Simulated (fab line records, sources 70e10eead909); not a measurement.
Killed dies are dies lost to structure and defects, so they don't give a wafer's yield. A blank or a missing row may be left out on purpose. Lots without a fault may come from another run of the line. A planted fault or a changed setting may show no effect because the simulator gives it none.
fab line records | flow nand_harc
record lots=5 wafers=15 last_day=33
route steps=1302 shown P_STI@107 P_GATE@110 END@1302
lots that met no fault: from a run of the same line without faults
start_h: hours from the record's first day to the start of the lot's first wafer shown | wait_h: hours since the lot's step before | " the same as in the row above | L1.1+2: a row that stands for several wafers | - no value, or no start given | * or withheld: withheld | < > ~ a bound
route shown NAME@n: a module of which the file shows steps, and the number in the route of the first | usual: mean/standard deviation of fault-free wafers | same: alike in all rows | chamber/n: place in a boat | sites: the reading at each site | _std_site: their standard deviation | _edge_site: outer sites' mean less inner sites' | radius_mm: how far each site lies from the wafer's centre | mask NAME#n: copy n | behind: the tool/chamber that last shaped the wafer | hold: why the lot was held/for how many hours/how that ended | device: the transistor (n, p or np) that didn't switch | end of line: the same wafers' tests at the end of the route | a step without rows: its recipe alone | killed: dies lost to structure and defects at the first sort, not the wafer's yield | map: a wafer's dies, x killed, . not, _ none there
set.NAME: the setting as run; set.NAME@STEP: as run at that earlier step | model.NAME: the simulator's own value behind a step, which no gauge read
lots at some steps of the route; a table a step, a row a wafer
services: from which hour (start_h, from the record's first day; less than 0 if before it) a tool's chamber was out of use, for how many hours, and why
## steps
# step NHARC_P_STI_SRD_39
# step NHARC_P_STI_OXIDE_40
# recipe target_thk_a=100 temp_c=900 ox_time_s=1362 material=SiO2
# step NHARC_P_STI_INSPECT_25
# usual raw_defect_count=235/96
# columns lot.wafer tool chamber start_h wait_h raw_defect_count
L244.1 defect_inspect-02 - 104.78 0.4 299
L244.2 " - " " 198
L244.5 " - " " 323
L245.3 defect_inspect-01 - 109.69 0.4 178
L245.4 " - " " 283
L245.5 " - " " 305
L257.1 defect_inspect-01 - 231.34 0.4 209
L257.2 " - " " 166
L257.5 " - " " 165
L258.2 defect_inspect-01 - 243.81 0.4 114
L258.4 " - " " 151
L258.6 " - " " 105
L263.1 defect_inspect-02 - 290.37 0.4 311
L263.4 " - " " 284
L263.6 " - " " 183
# step NHARC_P_GATE_ETCH_69
# recipe target_depth_a=140 chemistry=dHF material=SiO2
# step NHARC_P_GATE_PRECLEAN_70
# recipe time_s=* temp_c=50 bath_age_min=0 chemistry=SC1
# step NHARC_P_GATE_SRD_01
# step NHARC_P_GATE_OXIDE_02
# recipe target_thk_a=375 temp_c=950 p_h2o_torr=720 ox_time_s=365 material=SiO2
# step NHARC_P_GATE_DEHYDRATE_03
# recipe temp_c=150 time_s=120
# step NHARC_P_GATE_HMDS_04
# recipe time_s=30
# step NHARC_P_GATE_COAT_05
# recipe spin_rpm=4690
# step NHARC_P_GATE_SOFTBAKE_06
# recipe temp_c=122 time_s=95
# step NHARC_P_GATE_EBR_07
# step NHARC_P_GATE_EXPOSE_08
# recipe na=0.6 dose_mj=16.75 mask_id=P_HV
# columns lot.wafer tool chamber start_h wait_h mask
L244.1+2+5 krf_scanner-02 0 113.03 - P_HV#0
L245.3+4+5 krf_scanner-02 0 117.81 - P_HVPW#0
L257.1+2+5 krf_scanner-04 0 239.60 - P_HV#0
L258.2+4+6 krf_scanner-02 0 252.40 - P_HV#0
L263.1+4+6 krf_scanner-02 0 300.86 - P_HV#0
# step NHARC_P_GATE_PEB_09
# recipe peb_temp_c=118 peb_time_s=85
# step NHARC_P_GATE_DEVELOP_10
# recipe time_s=70
# step NHARC_P_GATE_CD_MEAS_11
# recipe target_cd_nm=1640 landing_energy_ev=500
# usual cd_nm=1639.8/2
# columns lot.wafer tool chamber start_h wait_h cd_nm
L244.1 cd_sem-02 0 113.18 - 1637.5
L244.2 " 0 " " 1640.1
L244.5 " 0 " " 1640.6
L245.3 cd_sem-02 0 117.96 - -
L245.4 " 0 " " -
L245.5 " 0 " " -
L257.1 cd_sem-02 0 239.75 - 1640.4
L257.2 " 0 " " 1640.7
L257.5 " 0 " " 1638.1
L258.2 cd_sem-02 0 252.56 - 1637.0
L258.4 " 0 " " 1639.4
L258.6 " 0 " " 1640.2
L263.1 cd_sem-03 0 301.02 - 1639.4
L263.4 " 0 " " 1635.8
L263.6 " 0 " " 1636.4
# step NHARC_P_GATE_HARDBAKE_12
# recipe temp_c=125 time_s=80
# step NHARC_END_SORT_01
# recipe temp_c=25
# usual killed_at_array=52/18 killed_at_other=1.2/1.5 killed_at_periphery=4/3.2 killed_dies=57/17 killed_open=3.1/1.9 killed_short=2.5/1.7
# same gross_dies=677
# columns lot.wafer tool chamber start_h wait_h killed_at_array killed_at_other killed_at_periphery killed_dies killed_open killed_short
L245.3 prober-01 0 587.87 3.1 63 1 613 677 4 3
L245.4 prober-01 0 588.66 3.4 60 2 615 677 5 1
L245.5 prober-01 0 589.45 3.7 82 3 592 677 8 4
# killed by level:class
L245.3 P_GATE:area_expose=610 A_SLIT:chamber_film_flake=24 A_CHANNEL_HOLE_D1:chamber_film_flake=19 A_CHANNEL_HOLE_D2:chamber_film_flake=8 A_CHANNEL_FILL_D1:chamber_film_flake=3 A_WL_FILL:geometric_particle:short=2 A_STAIRCASE:chamber_film_flake=2 P_M1:geometric_particle:open=1
L245.4 P_GATE:area_expose=609 A_CHANNEL_HOLE_D1:chamber_film_flake=29 A_SLIT:chamber_film_flake=16 A_CHANNEL_HOLE_D2:chamber_film_flake=8 A_M0:geometric_particle:open=2 P_ZERO_WELL:chamber_film_flake=2 P_M0:chamber_film_flake=2 THIN_TSV:chamber_film_flake=2
L245.5 P_GATE:area_expose=586 A_CHANNEL_HOLE_D1:chamber_film_flake=32 A_SLIT:chamber_film_flake=27 A_CHANNEL_HOLE_D2:chamber_film_flake=10 P_CONTACT:geometric_particle:open=2 P_M0:geometric_particle:open=2 A_DECK1_JOINT:geometric_particle:open=2 P_ZERO_WELL:chamber_film_flake=2
# map L245.3 (x killed, . not)
____________x____________
_________xxxxxxx_________
_______xxxxxxxxxxx_______
______xxxxxxxxxxxxx______
_____xxxxxxxxxxxxxxx_____
____xxxxxxxxxxxxxxxxx____
____xxxxxxxxxxxxxxxxx____
___xxxxxxxxxxxxxxxxxxx___
___xxxxxxxxxxxxxxxxxxx___
__xxxxxxxxxxxxxxxxxxxxx__
__xxxxxxxxxxxxxxxxxxxxx__
_xxxxxxxxxxxxxxxxxxxxxxx_
_xxxxxxxxxxxxxxxxxxxxxxx_
_xxxxxxxxxxxxxxxxxxxxxxx_
_xxxxxxxxxxxxxxxxxxxxxxx_
_xxxxxxxxxxxxxxxxxxxxxxx_
xxxxxxxxxxxxxxxxxxxxxxxxx
xxxxxxxxxxxxxxxxxxxxxxxxx
xxxxxxxxxxxxxxxxxxxxxxxxx
xxxxxxxxxxxxxxxxxxxxxxxxx
xxxxxxxxxxxxxxxxxxxxxxxxx
_xxxxxxxxxxxxxxxxxxxxxxx_
_xxxxxxxxxxxxxxxxxxxxxxx_
_xxxxxxxxxxxxxxxxxxxxxxx_
_xxxxxxxxxxxxxxxxxxxxxxx_
_xxxxxxxxxxxxxxxxxxxxxxx_
__xxxxxxxxxxxxxxxxxxxxx__
__xxxxxxxxxxxxxxxxxxxxx__
___xxxxxxxxxxxxxxxxxxx___
___xxxxxxxxxxxxxxxxxxx___
____xxxxxxxxxxxxxxxxx____
____xxxxxxxxxxxxxxxxx____
_____xxxxxxxxxxxxxxx_____
______xxxxxxxxxxxxx______
_______xxxxxxxxxxx_______
_________xxxxxxx_________
____________x____________
# map L244.2 (x killed, . not)
____________.____________
_________......._________
_______....x......_______
______.............______
_____...x..........._____
____.................____
____.................____
___.x.................___
___...................___
__.....................__
__.....................__
_......................._
_x......................_
_.................x....._
_.x....................._
_..................x...._
........x................
.........................
...........x.............
......x..................
.............x...........
_......................._
_..........x.....x......_
_......................._
_......................._
_..........x....x....x.._
__..................x.x__
__.................xxxx__
___...x............xxx___
___..........x.....xxx___
____..xx.....x...x..x____
____................x____
_____..x...........x_____
______.x.....x...xx______
_______..........._______
_________......._________
____________.____________
## services
# columns tool chamber start_h hours kind
krf_scanner-02 - 94.00 4.0 pm
krf_scanner-04 0 138.95 - calibration
krf_scanner-04 - 158.97 0.7 repair
krf_scanner-04 - 177.57 0.6 repair
krf_scanner-04 - 182.00 4.0 pm
krf_scanner-02 - 208.94 0.8 repair
krf_scanner-02 0 222.91 - calibration
krf_scanner-04 - 243.14 1.5 repair
krf_scanner-02 - 266.00 4.0 pm
krf_scanner-02 - 272.04 1.9 repair
krf_scanner-02 - 279.61 1.4 repair
krf_scanner-02 - 288.34 0.2 repair
## key
first_sign step=NHARC_P_GATE_EXPOSE_08 reading=mask direction=changed
effect step=NHARC_P_GATE_CD_MEAS_11 reading=cd_nm direction=missing
effect step=NHARC_END_SORT_01 reading=killed_at_periphery direction=up sigmas=99+ usual=4 struck=607
more_kills_born_at NHARC_P_GATE_EXPOSE_08@krf_scanner-02=1805
met_at NHARC_P_GATE_EXPOSE_08
struck_wafers L245.3,L245.4,L245.5
later_rows_left_out L245.3,L245.4,L245.5
tester_left_out L245
onset_between 113.03 117.81
fault kind=wrong_mask tool=any chamber=- onset_h=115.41 steps=NHARC_P_GATE_EXPOSE_08 aux_copy=P_HVPW#0 scope=struck_lots_only
# tester_left_out: of these lots the tester's yield and bins aren't shown, on N5 and GAA mostly nor the transistor test; their killed dies are dies lost to structure and defects alone, not to doping, threshold or leakage, so they don't give the yield
# later_rows_left_out: the simulator's readings of these wafers behind a module that went badly wrong aren't trusted and aren't shown, but for the sort
